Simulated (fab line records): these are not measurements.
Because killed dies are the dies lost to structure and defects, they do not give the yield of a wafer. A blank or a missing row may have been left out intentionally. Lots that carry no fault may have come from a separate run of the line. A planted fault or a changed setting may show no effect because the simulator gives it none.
fab line records	flow n5-finfet
record lots=13	wafers=33	last-day=17
route steps=1938 shown BEOL_M6@1239 BEOL_M7@1263 PASSIVATION@1936
lots with no fault: from the same line, run without faults
start-h: the number of hours between the record's first day and the start of the first shown wafer of the lot	wait-h: hours since the lot's step before	" as in the row above	L1.1+2: a single row standing in for several wafers	- either no value or no given start	* or withheld: withheld	< > ~ a bound
route shown NAME@n: a module of which the file shows steps, and the number in the route of the first	usual: mean and standard deviation over wafers with no fault	same: alike in all rows	chamber/n: place in a boat	sites: per-site readings	_std_site: the standard deviation of these	_edge_site: the outer-site mean with the inner-site mean subtracted	radius-mm: how far each site lies from the wafer's centre	mask NAME#n: copy n	behind: the tool/chamber that last shaped the wafer	hold: what put the lot on hold/how long, in hours/how the hold closed	device: transistor that didn't switch, given as n, p or np	end of line: the route-end tests of the same wafers	where a step has no rows: the recipe by itself	killed: dies that structure and defects cost at the first sort, which is not the same as the wafer's yield	map: shows each die of a wafer: x if killed, . if not, _ if none is there
set.NAME: the setting the step ran with; set.NAME@STEP: the setting that earlier step ran with	model.NAME: the simulator's own value behind a step, which no gauge read
one table for each step of the route and one row for each wafer, over a sample of lots
services: from which hour (start-h, from the record's first day; less than 0 if before it) a tool's chamber was out of use, for how many hours, and why
## steps
# step N5_BEOL_M6_TRENCH_ETCH_37
# recipe chemistry=C4F6/O2	target-depth-a=944.35	target=SiCOH_lowk	time-s=31.5	ion-energy-ev=250	pressure-mtorr=30	source-w=345	bias-w=185	Ar_flow_sccm=300	C4F6_flow_sccm=10	O2_flow_sccm=10
# usual drypump-motor-current-A=5.6/0.42	oes-product-au=0.81/0.093	rf-vpp-V=664/17	showerhead-plenum-p-Torr=2.83/0.067	throttle-valve-pct=20.97/0.19
lot.wafer	tool	chamber	start-h	wait-h	drypump-motor-current-A	oes-product-au	rf-hours-counter-h	rf-vpp-V	showerhead-plenum-p-Torr	throttle-valve-pct
L234.4	rie-diel-03	1	-	-	6.4	0.81	76	697	2.87	20.87
L234.6	"	3	"	"	5.4	0.93	-	673	2.91	20.96
L235.2	rie-diel-03	2	-	-	5.4	0.68	242	676	2.88	21.03
L235.5	"	2	"	"	5.4	0.68	-	677	2.88	21.02
L236.4	rie-diel-04	1	-	-	5.3	0.86	54	675	2.79	21.17
L236.5	"	1	"	"	5.3	0.85	-	675	2.79	21.17
L236.6	"	2	"	"	5.5	0.90	-	658	2.76	20.89
L238.2	rie-diel-03	1	-	-	6.3	0.81	91	697	2.86	20.92
L238.3	"	3	"	"	5.5	0.90	36	675	2.91	20.98
L238.6	"	2	"	"	5.4	0.68	-	675	2.88	21.03
L240.2	rie-diel-05	0	-	-	6.0	0.69	198	646	2.69	20.89
L240.5	"	0	"	"	6.0	0.69	-	646	2.69	20.88
L240.6	"	2	"	"	5.3	0.74	-	657	2.84	20.84
L241.1	rie-diel-03	0	-	-	5.8	0.93	9	640	2.81	20.75
L241.3	"	1	"	"	6.3	0.80	97	698	2.86	20.91
L242.1	rie-diel-05	0	-	-	6.0	0.69	204	647	2.69	20.89
L242.2	"	1	"	"	5.3	0.88	35	637	2.91	21.17
L242.4	"	2	"	"	5.3	0.73	133	655	2.84	20.86
L250.1	rie-diel-03	3	-	-	5.4	0.85	67	673	2.89	21.03
L250.2	"	0	"	"	5.8	0.87	32	641	2.80	20.77
L250.6	"	2	"	"	5.4	0.95	-	675	2.87	20.67
L249.4	rie-diel-03	3	-	-	5.5	0.86	68	672	2.89	21.03
L249.5	"	0	"	"	5.8	0.89	-	640	2.80	20.77
L251.1	rie-diel-05	1	-	-	5.3	0.86	55	637	2.90	21.20
L251.4	"	0	"	"	6.0	0.68	224	645	2.68	20.93
L251.6	"	3	"	"	5.8	0.68	-	655	2.82	21.31
L253.2	rie-diel-05	2	-	-	5.3	0.71	153	657	2.83	20.87
L253.3	"	3	"	"	5.8	0.68	216	655	2.82	21.31
L253.5	"	1	"	"	5.3	0.85	-	638	2.90	21.18
L255.5	rie-diel-04	2	-	-	5.5	0.84	-	655	2.74	20.95
L255.6	"	1	"	"	5.3	0.80	-	676	2.77	21.26
L256.2	rie-diel-05	1	-	-	5.3	0.84	69	638	2.90	21.21
L256.5	"	2	"	"	5.3	0.70	-	655	2.83	20.89
# step N5_BEOL_M6_THK_MEAS_53
# recipe thk-meas-gauge=xrf	reads=Cu_of_BEOL_M6_ECD_50
# usual M6_THK=83/3.2
lot.wafer	tool	chamber	start-h	wait-h	M6_THK[nm]
L234.4	film-metro-01	-	181.59	-	80
L234.6	"	-	"	"	88
L235.2	film-metro-01	-	201.78	-	83
L235.5	"	-	"	"	81
L236.4	film-metro-01	-	204.39	-	86
L236.5	"	-	"	"	86
L236.6	"	-	"	"	83
L238.2	film-metro-01	-	211.77	-	78
L238.3	"	-	"	"	86
L238.6	"	-	"	"	80
L240.2	film-metro-02	-	221.29	-	77
L240.5	"	-	"	"	76
L240.6	"	-	"	"	77
L241.1	film-metro-01	-	230.18	-	82
L241.3	"	-	"	"	80
L242.1	film-metro-02	-	234.69	-	81
L242.2	"	-	"	"	83
L242.4	"	-	"	"	81
L250.1	film-metro-02	-	291.31	-	87
L250.2	"	-	"	"	83
L250.6	"	-	"	"	85
L249.4	film-metro-01	-	293.35	-	88
L249.5	"	-	"	"	83
L251.1	film-metro-01	-	293.70	-	85
L251.4	"	-	"	"	81
L251.6	"	-	"	"	81
L253.2	film-metro-02	-	298.31	-	79
L253.3	"	-	"	"	80
L253.5	"	-	"	"	84
L255.5	film-metro-01	-	319.67	-	84
L255.6	"	-	"	"	85
L256.2	film-metro-02	-	333.99	-	87
L256.5	"	-	"	"	75
# step N5_BEOL_M7_ILD_DEP_00
# recipe material=SiCOH_lowk	target-thk-a=1797.5	temp-c=300	precursor=DEMS/porogen	pressure-torr=5	rf-w=500	time-s=33.4
# usual heater-power-w=286/57	showerhead-plenum-p-Torr=5.737/0.011	susceptor-temp-C=300.04/0.21	throttle-valve-pct=13.8/0.72
lot.wafer	tool	chamber	start-h	wait-h	heater-power-w	showerhead-plenum-p-Torr	susceptor-temp-C	throttle-valve-pct
L234.4	pecvd-03	1	181.81	0.1	222	5.742	300.31	14.0
L234.6	"	2	"	"	235	5.729	300.23	12.8
L235.2	pecvd-01	1	201.97	0.0	249	5.748	300.09	15.1
L235.5	"	0	"	"	333	5.740	299.97	14.6
L236.4	pecvd-01	1	204.63	0.1	288	5.740	299.72	15.1
L236.5	"	2	"	"	338	5.740	300.20	13.3
L236.6	"	0	"	"	309	5.744	299.64	14.7
L238.2	pecvd-03	0	211.96	0.0	283	5.745	300.57	13.3
L238.3	"	2	"	"	265	5.725	300.20	12.7
L238.6	"	1	"	"	251	5.739	300.12	14.4
L240.2	pecvd-03	2	221.48	0.0	226	5.712	299.80	12.7
L240.5	"	1	"	"	212	5.732	299.90	14.2
L240.6	"	2	"	"	223	5.739	300.22	12.7
L241.1	pecvd-03	1	230.40	0.0	256	5.742	300.28	13.8
L241.3	"	0	"	"	255	5.719	300.07	13.3
L242.1	pecvd-03	1	234.88	0.0	216	5.744	300.01	14.1
L242.2	"	0	"	"	224	5.737	300.06	13.3
L242.4	"	1	"	"	228	5.739	300.17	14.1
L250.1	pecvd-02	0	291.50	0.0	395	5.742	300.03	14.8
L250.2	"	1	"	"	275	5.744	299.49	14.6
L250.6	"	1	"	"	277	5.721	299.89	14.5
L249.4	pecvd-02	0	293.56	0.1	416	5.724	300.28	14.6
L249.5	"	1	"	"	254	5.748	300.08	14.6
L251.1	pecvd-02	0	293.89	0.0	450	5.755	299.92	14.6
L251.4	"	1	"	"	259	5.747	300.37	14.5
L251.6	"	2	"	"	331	5.730	300.15	13.6
L253.2	pecvd-03	2	298.51	0.0	256	5.733	300.14	12.9
L253.3	"	1	"	"	259	5.738	300.10	13.9
L253.5	"	1	"	"	194	5.738	299.88	14.1
L255.5	pecvd-02	0	319.89	0.1	414	5.756	299.92	14.6
L255.6	"	2	"	"	363	5.728	300.05	13.6
L256.2	pecvd-01	2	334.19	0.0	334	5.743	300.03	13.3
L256.5	"	2	"	"	334	5.771	300.27	13.6
# step N5_BEOL_M7_THK_MEAS_01
# recipe reads=SiCOH_lowk_of_BEOL_M7_ILD_DEP_00
# usual M7_ILD_THK=156.2/2.1
lot.wafer	tool	chamber	start-h	wait-h	M7_ILD_THK[nm]
L234.4	film-metro-01	-	182.84	0.4	160.1
L234.6	"	-	"	"	155.8
L235.2	film-metro-02	-	202.55	0.4	153.7
L235.5	"	-	"	"	158.2
L236.4	film-metro-02	-	205.19	0.2	156.5
L236.5	"	-	"	"	160.0
L236.6	"	-	"	"	159.7
L238.2	film-metro-01	-	212.60	0.4	153.6
L238.3	"	-	"	"	152.5
L238.6	"	-	"	"	159.4
L240.2	film-metro-01	-	222.06	0.4	162.9
L240.5	"	-	"	"	158.7
L240.6	"	-	"	"	156.4
L241.1	film-metro-02	-	230.98	0.4	168.8
L241.3	"	-	"	"	155.7
L242.1	film-metro-01	-	235.46	0.4	165.9
L242.2	"	-	"	"	161.7
L242.4	"	-	"	"	159.9
L250.1	film-metro-02	-	292.08	0.4	153.5
L250.2	"	-	"	"	154.1
L250.6	"	-	"	"	158.2
L249.4	film-metro-01	-	294.12	0.2	153.0
L249.5	"	-	"	"	156.4
L251.1	film-metro-02	-	294.47	0.4	154.4
L251.4	"	-	"	"	157.0
L251.6	"	-	"	"	156.2
L253.2	film-metro-02	-	299.08	0.4	153.4
L253.3	"	-	"	"	155.3
L253.5	"	-	"	"	157.3
L255.5	film-metro-02	-	320.44	0.1	156.6
L255.6	"	-	"	"	155.4
L256.2	film-metro-01	-	334.76	0.4	152.3
L256.5	"	-	"	"	154.6
# step N5_BEOL_M7_CD_MEAS_11
# recipe target-cd-nm=38.5	landing-energy-ev=500	detector=se-inlens	polarity=opening
# usual cd-nm=38.0/0.58
lot.wafer	tool	chamber	start-h	wait-h	cd-nm
L234.4	cd-sem-02	0	184.17	-	37.8
L234.6	"	0	"	"	38.7
L235.2	cd-sem-02	0	204.36	-	38.0
L235.5	"	0	"	"	38.3
L236.4	cd-sem-03	0	207.45	-	38.1
L236.5	"	0	"	"	37.4
L236.6	"	0	"	"	37.2
L238.2	cd-sem-03	0	213.43	-	39.2
L238.3	"	0	"	"	38.9
L238.6	"	0	"	"	38.5
L240.2	cd-sem-01	0	224.25	-	38.3
L240.5	"	0	"	"	37.1
L240.6	"	0	"	"	37.8
L241.1	cd-sem-02	0	231.58	-	37.9
L241.3	"	0	"	"	37.5
L242.1	cd-sem-02	0	236.34	-	37.6
L242.2	"	0	"	"	36.3
L242.4	"	0	"	"	37.7
L250.1	cd-sem-03	0	293.00	-	38.0
L250.2	"	0	"	"	38.1
L250.6	"	0	"	"	37.9
L249.4	cd-sem-01	0	294.72	-	38.0
L249.5	"	0	"	"	38.4
L251.1	cd-sem-01	0	295.43	-	38.4
L251.4	"	0	"	"	37.3
L251.6	"	0	"	"	37.6
L253.2	cd-sem-03	0	299.98	-	38.6
L253.3	"	0	"	"	39.4
L253.5	"	0	"	"	38.7
L255.5	cd-sem-02	0	323.24	-	38.6
L255.6	"	0	"	"	38.6
L256.2	cd-sem-01	0	337.75	-	38.2
L256.5	"	0	"	"	37.8
# step N5_PASSIVATION_PROBE_49
# usual defect-limited-yield=91.3/1.5	killed_at_M0_to_M3=33/12	killed_at_M4_up=15/5.2	killed-at-contacts=12/5.1	killed-at-front-end=39/11	killed-at-other=5/3.6	killed-dies=103/18	killed-open=67/13	killed-short=33/7.8	sort_bin_5_function=5.1/0.96	sort_bin_6_memory=3.2/0.71	sort_bin_8_speed=0.01/0.063	sort-n-pass=1077/18
# same gross-dies=1180	killed-at-back-side=0	sort_bin_4_leakage[%]=0
lot.wafer	tool	chamber	start-h	wait-h	defect-limited-yield[%]	killed_at_M0_to_M3	killed_at_M4_up	killed-at-contacts	killed-at-front-end	killed-at-other	killed-dies	killed-open	killed-short	sort_bin_5_function[%]	sort_bin_6_memory[%]	sort_bin_8_speed[%]	sort-n-pass
L234.4	prober-02	-	254.26	0.2	90.4	32	19	6	49	7	113	73	38	6.3	2.9	0	1067
L234.6	prober-02	-	254.36	0.3	88.9	51	18	14	45	3	131	93	38	6.1	4.9	0	1049
L235.2	prober-01	-	278.74	0.1	92.8	12	17	20	35	1	85	54	23	4.1	2.3	0	1095
L235.5	prober-01	-	278.89	0.2	92.3	28	15	18	26	4	91	69	20	3.4	4.1	0	1089
L238.2	prober-01	-	286.51	0.1	89.1	46	16	10	45	12	129	73	56	6.2	4.2	0	1051
L238.3	prober-01	-	286.56	0.1	89.3	50	12	17	43	4	126	98	28	5.7	4.6	0	1054
L238.6	prober-01	-	286.71	0.3	91.7	37	14	7	34	6	98	63	35	4.9	3.2	0	1082
L240.2	prober-02	-	300.56	0.1	89.4	33	10	8	67	7	125	66	48	6.4	3.4	0	1055
L240.5	prober-02	-	300.71	0.2	90.3	44	10	6	46	8	114	63	44	4.9	4.1	0	1066
L240.6	prober-02	-	300.76	0.3	90.5	27	14	8	56	7	112	69	42	6.4	2.9	0.08	1068
L241.1	prober-02	-	306.11	0.0	90.3	58	9	2	42	3	114	71	43	6.1	3.3	0	1066
L241.3	prober-02	-	306.21	0.1	91.8	30	22	4	33	8	97	54	36	4.2	3.3	0	1083
L242.4	prober-01	-	313.91	0.2	87.5	38	9	11	83	6	147	85	44	6.6	4.2	0	1033
L255.5	prober-01	-	401.07	0.2	91.7	27	14	6	43	8	98	60	36	5.2	3.1	0	1082
L255.6	prober-01	-	401.12	0.3	88.9	46	10	18	47	10	131	87	38	6.5	4.2	0	1049
# killed by level:class
L234.4 FIN_SAQP:geometric-particle:open=19 FIN_SAQP:geometric-particle:short=18 BEOL_M5:geometric-particle:open=9 BEOL_M2:geometric-particle:open=7 BEOL_M3:geometric-particle:open=6 MOL_CONTACT_COAG:geometric-particle:open=5 BEOL_M1:geometric-particle:open=5 STI_FIN_REVEAL:geometric-particle:open=4
L234.6 FIN_SAQP:geometric-particle:open=14 BEOL_M0_SAQP:geometric-particle:open=14 BEOL_M2:geometric-particle:open=13 MOL_CONTACT_COAG:geometric-particle:open=10 BEOL_M3:geometric-particle:open=10 BEOL_M0_SAQP:geometric-particle:short=9 FIN_SAQP:geometric-particle:short=8 BEOL_M5:geometric-particle:open=8
L235.2 MOL_CONTACT_COAG:geometric-particle:open=14 BEOL_M4:geometric-particle:open=8 HKMG_FIN:area-etch=8 STI_FIN_REVEAL:geometric-particle:open=6 MOL_CONTACT_COAG:geometric-particle:short=6 FIN_SAQP:geometric-particle:open=5 GATE_CUT:geometric-particle:open=5 BEOL_M0_SAQP:geometric-particle:short=4
L235.5 MOL_CONTACT_COAG:geometric-particle:open=16 STI_FIN_REVEAL:geometric-particle:open=9 BEOL_M2:geometric-particle:open=9 BEOL_M3:geometric-particle:short=5 FIN_SAQP:geometric-particle:open=4 STI_FIN_REVEAL:geometric-particle:short=4 BEOL_M3:geometric-particle:open=4 BEOL_M4:geometric-particle:open=4
L238.2 BEOL_M0_SAQP:geometric-particle:short=14 GATE_CUT:geometric-particle:short=11 BEOL_M0_SAQP:geometric-particle:open=10 GATE_CUT:geometric-particle:open=9 MOL_CONTACT_COAG:geometric-particle:open=7 STI_FIN_REVEAL:geometric-particle:open=6 BEOL_M2:geometric-particle:open=6 BEOL_M3:geometric-particle:open=6
L238.3 MOL_CONTACT_COAG:geometric-particle:open=16 STI_FIN_REVEAL:geometric-particle:open=15 BEOL_M2:geometric-particle:open=15 BEOL_M1:geometric-particle:open=10 FIN_SAQP:geometric-particle:open=8 BEOL_M3:geometric-particle:open=6 BEOL_M0_SAQP:geometric-particle:open=5 STI_FIN_REVEAL:geometric-particle:short=4
L238.6 BEOL_M0_SAQP:geometric-particle:short=9 STI_FIN_REVEAL:geometric-particle:open=8 MOL_CONTACT_COAG:geometric-particle:open=7 FIN_SAQP:geometric-particle:open=6 BEOL_M1:geometric-particle:open=6 BEOL_M2:geometric-particle:open=6 BEOL_M3:geometric-particle:short=6 FIN_SAQP:geometric-particle:short=5
L240.2 FIN_SAQP:geometric-particle:short=16 FIN_SAQP:geometric-particle:open=11 STI_FIN_REVEAL:geometric-particle:open=11 ILD0:geometric-particle:short=7 BEOL_M3:geometric-particle:open=7 BEOL_M0_SAQP:geometric-particle:short=6 BEOL_M0_SAQP:geometric-particle:open=6 HKMG_FIN:area-etch=6
L240.5 BEOL_M0_SAQP:geometric-particle:short=15 BEOL_M0_SAQP:geometric-particle:open=10 STI_FIN_REVEAL:geometric-particle:open=9 FIN_SAQP:geometric-particle:open=8 HKMG_FIN:area-etch=7 BEOL_M1:geometric-particle:open=6 MIM_TOP_ETCH:geometric-particle:short=5 BEOL_M3:geometric-particle:open=5
L240.6 STI_FIN_REVEAL:geometric-particle:open=11 FIN_SAQP:geometric-particle:short=9 ILD0:geometric-particle:open=8 MOL_CONTACT_COAG:geometric-particle:open=8 BEOL_M0_SAQP:geometric-particle:short=8 BEOL_M0_SAQP:geometric-particle:open=8 GATE_CUT:geometric-particle:short=7 BEOL_M4:geometric-particle:open=7
L241.1 BEOL_M1:geometric-particle:open=14 BEOL_M0_SAQP:geometric-particle:short=12 BEOL_M0_SAQP:geometric-particle:open=12 FIN_SAQP:geometric-particle:open=8 BEOL_M3:geometric-particle:open=8 DUMMY_GATE:geometric-particle:open=6 STI_FIN_REVEAL:geometric-particle:open=5 DUMMY_GATE:geometric-particle:short=5
L241.3 BEOL_M4:geometric-particle:open=8 BEOL_M0_SAQP:geometric-particle:short=7 BEOL_M2:geometric-particle:open=7 BEOL_M4:geometric-particle:short=7 HKMG_FIN:area-etch=7 DUMMY_GATE:geometric-particle:short=6 FIN_SAQP:geometric-particle:open=5 BEOL_M5:geometric-particle:open=5
L242.4 FIN_SAQP:geometric-particle:short=18 HKMG_FIN:area-etch=16 FIN_SAQP:geometric-particle:open=14 STI_FIN_REVEAL:geometric-particle:open=14 BEOL_M2:geometric-particle:open=10 MOL_CONTACT_COAG:geometric-particle:open=9 DUMMY_GATE:geometric-particle:open=7 BEOL_M0_SAQP:geometric-particle:open=7
L255.5 STI_FIN_REVEAL:geometric-particle:open=10 FIN_SAQP:geometric-particle:short=8 BEOL_M0_SAQP:geometric-particle:open=7 MOL_CONTACT_COAG:geometric-particle:open=6 BEOL_M3:geometric-particle:open=6 FIN_SAQP:geometric-particle:open=5 BEOL_M2:geometric-particle:open=5 STARTING-WAFER:geometric-particle:short=5
L255.6 BEOL_M2:geometric-particle:open=14 MOL_CONTACT_COAG:geometric-particle:open=13 STI_FIN_REVEAL:geometric-particle:open=11 BEOL_M1:geometric-particle:open=7 FIN_SAQP:geometric-particle:open=6 ILD0:geometric-particle:short=6 BEOL_M0_SAQP:geometric-particle:short=6 BEOL_M3:geometric-particle:open=6
## services
tool	chamber	start-h	hours	kind
rie-diel-04	2	169.75	12.7	repair
rie-diel-03	0	180.04	-	clean
rie-diel-03	0	180.04	-	consumable-replace:focus-ring
rie-diel-03	0	180.04	25.4	scheduled-down
rie-diel-03	0	180.04	25.4	vent-cycle
pecvd-02	-	199.08	14.6	pm
rie-diel-04	2	205.62	6.8	repair
rie-diel-03	2	222.26	-	clean
rie-diel-03	2	222.26	-	consumable-replace:focus-ring
rie-diel-03	2	222.26	19.4	scheduled-down
rie-diel-03	2	222.26	19.4	vent-cycle
rie-diel-04	3	229.79	-	clean
rie-diel-04	3	229.79	-	consumable-replace:focus-ring
rie-diel-04	3	229.79	18.8	scheduled-down
rie-diel-04	3	229.79	18.8	vent-cycle
pecvd-01	1	246.46	25.7	repair
pecvd-03	-	250.52	2.8	pm
rie-diel-05	3	257.16	2.8	repair
rie-diel-04	2	277.62	3.7	repair
pecvd-01	2	300.39	2.1	scheduled-down
rie-diel-05	-	312.87	0.5	repair
rie-diel-05	-	314.04	0.3	repair
rie-diel-03	3	328.53	19.9	repair
## key
first-sign step=N5_BEOL_M7_THK_MEAS_01	reading=M7_ILD_THK	direction=up	sigmas=4.2	usual=156.2	struck=164.8
effect none on later readings
met-at N5_BEOL_M7_ILD_DEP_00
struck-lots L240,L241,L242
struck-wafers L240.2,L241.1,L242.1,L242.2
baseline-loss step=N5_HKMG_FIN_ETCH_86	wafers=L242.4
not-acting-at N5_BEOL_M6_TRENCH_ETCH_37,N5_BEOL_M6_THK_MEAS_53,N5_BEOL_M7_CD_MEAS_11
onset-between 211.96 221.48
fault kind=process-parameter-drift	tool=pecvd-03	chamber=-	onset-h=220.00	steps=N5_BEOL_M7_ILD_DEP_00	channel=target-thk-a	offset=*	shape=step	end-h=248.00	scope=struck-wafers-only	acts-in=*	stated=*
# baseline-loss: these wafers lose ten dies or more at that step, a loss of the line's own and not of a fault; the sort's usual values leave them out
